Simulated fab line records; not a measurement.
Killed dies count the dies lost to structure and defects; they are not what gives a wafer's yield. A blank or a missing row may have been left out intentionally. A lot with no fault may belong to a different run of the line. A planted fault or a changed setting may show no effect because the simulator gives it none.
Lot-split experiment :: flow n5Finfet :: 21 wafers read from 7 lots, route of 1938 steps

ABOUT THE SPLIT
At N5_BEOL_M13_COAT_58 (time 60 s, resist thk 89 nm), the setting spinRpm was moved away from the recipe's 1500 rpm on 6 of the 21 wafers read, by -9.4% to +9.4%. For the rest of the wafers, this setting stayed at what the recipe calls for.

Between the split and the reading, the file records no step.

THE READING
etch.depthNm (the simulator's own value, which no gauge read), in nm, at N5_BEOL_M13_ETCH_59 (etches BARC in N2/H2, target depth 89 nm, overetch 26.7 nm, time 67.9 s). The file gives no usual value for it. Average 88.87 nm, standard deviation 0.17 nm, over the 15 wafers here run with the recipe.

wafer: L079.2
tool, chamber at the split: lithoTrack-05, 0
spinRpm as run, rpm: 1500
against the recipe: recipe
etch.depthNm, nm: 88.95
against lot-mates on the recipe: -

wafer: L079.4
tool, chamber at the split: lithoTrack-05, 0
spinRpm as run, rpm: 1500
against the recipe: recipe
etch.depthNm, nm: 88.97
against lot-mates on the recipe: -

wafer: L079.5
tool, chamber at the split: lithoTrack-05, 0
spinRpm as run, rpm: 1500
against the recipe: recipe
etch.depthNm, nm: 89.08
against lot-mates on the recipe: -

wafer: L081.3
tool, chamber at the split: lithoTrack-02, 0
spinRpm as run, rpm: 1500
against the recipe: recipe
etch.depthNm, nm: 89.09
against lot-mates on the recipe: -

wafer: L081.4
tool, chamber at the split: lithoTrack-02, 0
spinRpm as run, rpm: 1500
against the recipe: recipe
etch.depthNm, nm: 88.99
against lot-mates on the recipe: -

wafer: L081.5
tool, chamber at the split: lithoTrack-02, 0
spinRpm as run, rpm: 1406
against the recipe: -6.3%
etch.depthNm, nm: 91.89
against lot-mates on the recipe: +2.85

wafer: L082.1
tool, chamber at the split: lithoTrack-02, 0
spinRpm as run, rpm: 1500
against the recipe: recipe
etch.depthNm, nm: 89
against lot-mates on the recipe: -

wafer: L082.4
tool, chamber at the split: lithoTrack-02, 0
spinRpm as run, rpm: 1500
against the recipe: recipe
etch.depthNm, nm: 88.92
against lot-mates on the recipe: -

wafer: L082.5
tool, chamber at the split: lithoTrack-02, 0
spinRpm as run, rpm: 1500
against the recipe: recipe
etch.depthNm, nm: 88.67
against lot-mates on the recipe: -

wafer: L083.1
tool, chamber at the split: lithoTrack-02, 0
spinRpm as run, rpm: 1500
against the recipe: recipe
etch.depthNm, nm: 88.6
against lot-mates on the recipe: -

wafer: L083.3
tool, chamber at the split: lithoTrack-02, 0
spinRpm as run, rpm: 1641
against the recipe: +9.4%
etch.depthNm, nm: 85
against lot-mates on the recipe: -3.59

wafer: L083.5
tool, chamber at the split: lithoTrack-02, 0
spinRpm as run, rpm: 1500
against the recipe: recipe
etch.depthNm, nm: 88.58
against lot-mates on the recipe: -

wafer: L088.2
tool, chamber at the split: lithoTrack-03, 0
spinRpm as run, rpm: 1359
against the recipe: -9.4%
etch.depthNm, nm: 93.24
against lot-mates on the recipe: +4.24

wafer: L088.3
tool, chamber at the split: lithoTrack-03, 0
spinRpm as run, rpm: 1359
against the recipe: -9.4%
etch.depthNm, nm: 93.26
against lot-mates on the recipe: +4.26

wafer: L088.6
tool, chamber at the split: lithoTrack-03, 0
spinRpm as run, rpm: 1500
against the recipe: recipe
etch.depthNm, nm: 89
against lot-mates on the recipe: -

wafer: L091.3
tool, chamber at the split: lithoTrack-03, 0
spinRpm as run, rpm: 1500
against the recipe: recipe
etch.depthNm, nm: 88.67
against lot-mates on the recipe: -

wafer: L091.4
tool, chamber at the split: lithoTrack-03, 0
spinRpm as run, rpm: 1500
against the recipe: recipe
etch.depthNm, nm: 88.7
against lot-mates on the recipe: -

wafer: L091.6
tool, chamber at the split: lithoTrack-03, 0
spinRpm as run, rpm: 1500
against the recipe: recipe
etch.depthNm, nm: 89.02
against lot-mates on the recipe: -

wafer: L089.4
tool, chamber at the split: lithoTrack-05, 0
spinRpm as run, rpm: 1500
against the recipe: recipe
etch.depthNm, nm: 88.87
against lot-mates on the recipe: -

wafer: L089.5
tool, chamber at the split: lithoTrack-05, 0
spinRpm as run, rpm: 1623
against the recipe: +8.2%
etch.depthNm, nm: 85.54
against lot-mates on the recipe: -3.33

wafer: L089.6
tool, chamber at the split: lithoTrack-05, 0
spinRpm as run, rpm: 1623
against the recipe: +8.2%
etch.depthNm, nm: 85.4
against lot-mates on the recipe: -3.47

FIT RESULTS
A straight line over all 21 wafers: etch.depthNm changes by -0.441 nm for each +1% of spinRpm; r = -1.00; the points scatter about the line by 0.19 nm.
The same after taking each lot's own level away (the mean of its wafers on the recipe; 21 wafers): -0.427 nm for each +1%; r = -1.00; scatter 0.15 nm.
According to that fit, moving spinRpm by its largest amount changes the reading by 4 nm.
From 88.590 to 89.040 nm: that is the span of the lots' own levels, equal to 2.6 times the standard deviation above.
Hence the lot-to-lot level has little effect on the slope; both slopes agree.
Check: -4.07 nm against its lot-mates is what the line predicts for one of the wafers moved furthest among these (+9.4%) when that wafer is left out of the fit. Against them it came out at -3.59 nm.

OTHER SPLITS ON THESE WAFERS
Before the reading, these wafers also passed through other splits. Each is held against what the fit with the lots' levels taken away leaves over:
other split on the same wafers: N5_BEOL_M11_COAT_63 spinRpm
wafers away from the commonest value: 10
r with etch.depthNm (lot level and that fit taken away): -0.24

other split on the same wafers: N5_BEOL_M11_VIA_ETCH_34 timeS
wafers away from the commonest value: 8
r with etch.depthNm (lot level and that fit taken away): -0.42

other split on the same wafers: N5_BEOL_M11_ETCH_41 timeS
wafers away from the commonest value: 7
r with etch.depthNm (lot level and that fit taken away): +0.01

THE WHOLE CHAIN: every reading that the file lists as answering this split, in the file's order
step: N5_BEOL_M13_COAT_58
what it does: time 60 s, resist thk 89 nm
reading: BARC_of_BEOL_M13_COAT_58.thkNm (the simulator's own value, which no gauge read)
change (the file's fit): -0.416 nm for each +1% of the setting
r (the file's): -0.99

step: N5_BEOL_M13_ETCH_59
what it does: etches BARC in N2/H2, target depth 89 nm, overetch 26.7 nm, time 67.9 s
reading: etch.depthNm (the simulator's own value, which no gauge read)
change (the file's fit): -0.422 nm for each +1% of the setting
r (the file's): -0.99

step: N5_BEOL_M13_STRIP_64
what it does: strips in N2/H2
reading: stripTimeToEndpointS
change (the file's fit): withheld for each +1% of the setting
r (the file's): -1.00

THE FILE'S OWN FIT
etch.depthNm changes by -0.422 nm for each +1% of spinRpm, r = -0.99.
